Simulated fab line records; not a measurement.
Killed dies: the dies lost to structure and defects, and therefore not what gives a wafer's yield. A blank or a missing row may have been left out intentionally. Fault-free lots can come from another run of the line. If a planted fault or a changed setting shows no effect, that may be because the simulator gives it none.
Chamber matching | flow n5Finfet | 4 sister chambers for N5_BEOL_M9_ETCH_76 on rieDiel-03
The step etches underlayer in N2/H2, target depth 6.5 nm, time 5.2 s. 16 wafers are shown with their chamber, then 8 later ones without.

WAFERS, EACH WITH ITS CHAMBER
wafer  | chamber | showerheadPlenumPTorr (Torr) | drypumpMotorCurrentA (A) | throttleValvePct (%)
L074.1 | 3       | 2.64                         | 5.9                      | 18.55
L074.2 | 2       | 2.57                         | 5.6                      | 18.15
L074.5 | 1       | 2.64                         | 6.4                      | 18.21
L076.1 | 0       | 2.64                         | 5.9                      | 18.10
L076.2 | 2       | 2.57                         | 5.7                      | 18.18
L076.3 | 1       | 2.64                         | 6.4                      | 18.23
L078.1 | 0       | 2.64                         | 5.9                      | 18.08
L078.3 | 1       | 2.63                         | 6.5                      | 18.25
L078.4 | 2       | 2.57                         | 5.7                      | 18.18
L082.1 | 1       | 2.63                         | 6.4                      | 18.26
L082.3 | 0       | 2.64                         | 5.9                      | 18.10
L082.4 | 3       | 2.64                         | 5.9                      | 18.59
L086.3 | 2       | 2.56                         | 5.6                      | 18.19
L086.4 | 0       | 2.64                         | 5.9                      | 18.10
L086.5 | 1       | 2.63                         | 6.4                      | 18.28
L088.1 | 1       | 2.63                         | 6.4                      | 18.27

SIGNATURES, as means of the wafers listed above
reading               | chamber 0 | chamber 1 | chamber 2 | chamber 3 | scatter within a chamber
showerheadPlenumPTorr | 2.6400    | 2.6333    | 2.5675    | 2.6400    | 0.00417
drypumpMotorCurrentA  | 5.900     | 6.417     | 5.650     | 5.900     | 0.0391
throttleValvePct      | 18.0950   | 18.2500   | 18.1750   | 18.5700   | 0.0212
Rule: distance of a wafer from a chamber = root of the sum over the readings of ((wafer's reading minus chamber's mean) / reading's scatter) squared. The wafer belongs to the nearest chamber; if the next one is less than 2 further off, it can't be placed. The scatter: take each reading less its chamber's mean, square it, sum over the shown wafers, divide by the number of wafers less the number of chambers, and take the root.

WAFERS WHOSE CHAMBER IS MISSING
wafer  | showerheadPlenumPTorr (Torr) | drypumpMotorCurrentA (A) | throttleValvePct (%)
L088.2 | 2.64                         | 5.9                      | 18.13
L088.5 | 2.56                         | 5.7                      | 18.21
L093.1 | 2.56                         | 5.6                      | 18.22
L093.4 | 2.63                         | 6.4                      | 17.86
L093.5 | 2.63                         | 5.9                      | 18.14
L097.2 | 2.62                         | 5.9                      | 18.16
L097.4 | 2.62                         | 5.9                      | 18.24
L097.5 | 2.62                         | 5.9                      | 18.18

WHICH CHAMBER EACH ONE RAN IN
wafer  | from the rows above     | in truth
L088.2 | 0                       | 0
L088.5 | 2                       | 2
L093.1 | 2                       | 2
L093.4 | can't be placed: 0 or 1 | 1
L093.5 | 0                       | 0
L097.2 | 0                       | 0
L097.4 | 0                       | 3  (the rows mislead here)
L097.5 | 0                       | 0
Correct placement for 6 of the 8. Unplaceable from these rows: 1, with the true chamber sitting among the candidates in 1. Wrongly placed: 1.
